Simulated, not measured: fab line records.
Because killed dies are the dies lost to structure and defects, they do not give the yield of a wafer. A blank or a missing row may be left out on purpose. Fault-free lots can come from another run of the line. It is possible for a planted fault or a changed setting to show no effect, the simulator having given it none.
Chamber matching :: flow n5_finfet :: rie_diel-05 running N5_BEOL_M7_ETCH_62: 4 sister chambers
The step etches SOC in N2/H2, target depth 110 nm, overetch 22 nm, time 165 s. 20 wafers are shown with their chamber, then 10 later ones without.

WAFERS, EACH WITH ITS CHAMBER
wafer: L078.2
chamber: 1
oes_product_au (a.u.): 0.61
drypump_motor_current_A (A): 5.23
showerhead_plenum_p_Torr (Torr): 2.40

wafer: L078.3
chamber: 0
oes_product_au (a.u.): 0.61
drypump_motor_current_A (A): 5.79
showerhead_plenum_p_Torr (Torr): 2.50

wafer: L078.6
chamber: 0
oes_product_au (a.u.): 0.60
drypump_motor_current_A (A): 5.79
showerhead_plenum_p_Torr (Torr): 2.50

wafer: L083.1
chamber: 0
oes_product_au (a.u.): 0.60
drypump_motor_current_A (A): 5.80
showerhead_plenum_p_Torr (Torr): 2.50

wafer: L083.2
chamber: 3
oes_product_au (a.u.): 0.69
drypump_motor_current_A (A): 5.76
showerhead_plenum_p_Torr (Torr): 2.46

wafer: L083.5
chamber: 2
oes_product_au (a.u.): 0.86
drypump_motor_current_A (A): 5.67
showerhead_plenum_p_Torr (Torr): 2.50

wafer: L081.1
chamber: 3
oes_product_au (a.u.): 0.68
drypump_motor_current_A (A): 5.78
showerhead_plenum_p_Torr (Torr): 2.46

wafer: L081.2
chamber: 1
oes_product_au (a.u.): 0.60
drypump_motor_current_A (A): 5.19
showerhead_plenum_p_Torr (Torr): 2.40

wafer: L081.4
chamber: 0
oes_product_au (a.u.): 0.61
drypump_motor_current_A (A): 5.80
showerhead_plenum_p_Torr (Torr): 2.50

wafer: L082.1
chamber: 0
oes_product_au (a.u.): 0.61
drypump_motor_current_A (A): 5.77
showerhead_plenum_p_Torr (Torr): 2.50

wafer: L082.2
chamber: 3
oes_product_au (a.u.): 0.68
drypump_motor_current_A (A): 5.76
showerhead_plenum_p_Torr (Torr): 2.46

wafer: L082.5
chamber: 1
oes_product_au (a.u.): 0.60
drypump_motor_current_A (A): 5.19
showerhead_plenum_p_Torr (Torr): 2.40

wafer: L087.4
chamber: 0
oes_product_au (a.u.): 0.60
drypump_motor_current_A (A): 5.80
showerhead_plenum_p_Torr (Torr): 2.50

wafer: L087.5
chamber: 0
oes_product_au (a.u.): 0.60
drypump_motor_current_A (A): 5.78
showerhead_plenum_p_Torr (Torr): 2.50

wafer: L087.6
chamber: 3
oes_product_au (a.u.): 0.67
drypump_motor_current_A (A): 5.77
showerhead_plenum_p_Torr (Torr): 2.46

wafer: L088.1
chamber: 0
oes_product_au (a.u.): 0.60
drypump_motor_current_A (A): 5.78
showerhead_plenum_p_Torr (Torr): 2.50

wafer: L088.2
chamber: 1
oes_product_au (a.u.): 0.60
drypump_motor_current_A (A): 5.18
showerhead_plenum_p_Torr (Torr): 2.39

wafer: L088.4
chamber: 3
oes_product_au (a.u.): 0.67
drypump_motor_current_A (A): 5.74
showerhead_plenum_p_Torr (Torr): 2.46

wafer: L090.1
chamber: 3
oes_product_au (a.u.): 0.67
drypump_motor_current_A (A): 5.76
showerhead_plenum_p_Torr (Torr): 2.45

wafer: L090.2
chamber: 1
oes_product_au (a.u.): 0.60
drypump_motor_current_A (A): 5.18
showerhead_plenum_p_Torr (Torr): 2.39

SIGNATURES (means of the wafers above)
reading: oes_product_au
chamber 0: 0.6038
chamber 1: 0.6020
chamber 2: 0.8600
chamber 3: 0.6767
scatter within a chamber: 0.00613

reading: drypump_motor_current_A
chamber 0: 5.7888
chamber 1: 5.1940
chamber 2: 5.6700
chamber 3: 5.7617
scatter within a chamber: 0.0148

reading: showerhead_plenum_p_Torr
chamber 0: 2.5000
chamber 1: 2.3960
chamber 2: 2.5000
chamber 3: 2.4583
scatter within a chamber: 0.00356
Rule: for each reading, subtract the chamber's mean from the wafer's reading, divide by that reading's scatter and square the result; add these up over the readings and take the root, which gives the wafer's distance from the chamber. If the next closest chamber is less than 2 further off than the closest, the wafer can't be placed; otherwise it belongs to the closest. The scatter: the root of (the sum of the squares of (reading less its chamber's mean) over the shown wafers, divided by (wafers less chambers)).

WAFERS WHOSE CHAMBER IS MISSING
wafer: L090.4
oes_product_au (a.u.): 0.78
drypump_motor_current_A (A): 5.68
showerhead_plenum_p_Torr (Torr): 2.49

wafer: L092.3
oes_product_au (a.u.): 0.59
drypump_motor_current_A (A): 5.78
showerhead_plenum_p_Torr (Torr): 2.49

wafer: L092.4
oes_product_au (a.u.): 0.59
drypump_motor_current_A (A): 5.18
showerhead_plenum_p_Torr (Torr): 2.39

wafer: L092.5
oes_product_au (a.u.): 0.67
drypump_motor_current_A (A): 5.77
showerhead_plenum_p_Torr (Torr): 2.45

wafer: L096.3
oes_product_au (a.u.): 0.60
drypump_motor_current_A (A): 5.81
showerhead_plenum_p_Torr (Torr): 2.49

wafer: L096.5
oes_product_au (a.u.): 0.78
drypump_motor_current_A (A): 5.65
showerhead_plenum_p_Torr (Torr): 2.49

wafer: L096.6
oes_product_au (a.u.): 0.59
drypump_motor_current_A (A): 5.19
showerhead_plenum_p_Torr (Torr): 2.39

wafer: L097.1
oes_product_au (a.u.): 0.66
drypump_motor_current_A (A): 5.77
showerhead_plenum_p_Torr (Torr): 2.45

wafer: L097.3
oes_product_au (a.u.): 0.77
drypump_motor_current_A (A): 5.68
showerhead_plenum_p_Torr (Torr): 2.49

wafer: L097.5
oes_product_au (a.u.): 0.59
drypump_motor_current_A (A): 5.20
showerhead_plenum_p_Torr (Torr): 2.39

WHICH CHAMBER EACH WENT THROUGH
wafer: L090.4
from the rows above: 2
in truth: 2

wafer: L092.3
from the rows above: 0
in truth: 0

wafer: L092.4
from the rows above: 1
in truth: 1

wafer: L092.5
from the rows above: 3
in truth: 3

wafer: L096.3
from the rows above: 0
in truth: 0

wafer: L096.5
from the rows above: 2
in truth: 2

wafer: L096.6
from the rows above: 1
in truth: 1

wafer: L097.1
from the rows above: 3
in truth: 3

wafer: L097.3
from the rows above: 2
in truth: 2

wafer: L097.5
from the rows above: 1
in truth: 1
10 of 10 placed correctly. Left unplaced by these rows: 0. Wrongly placed: 0.
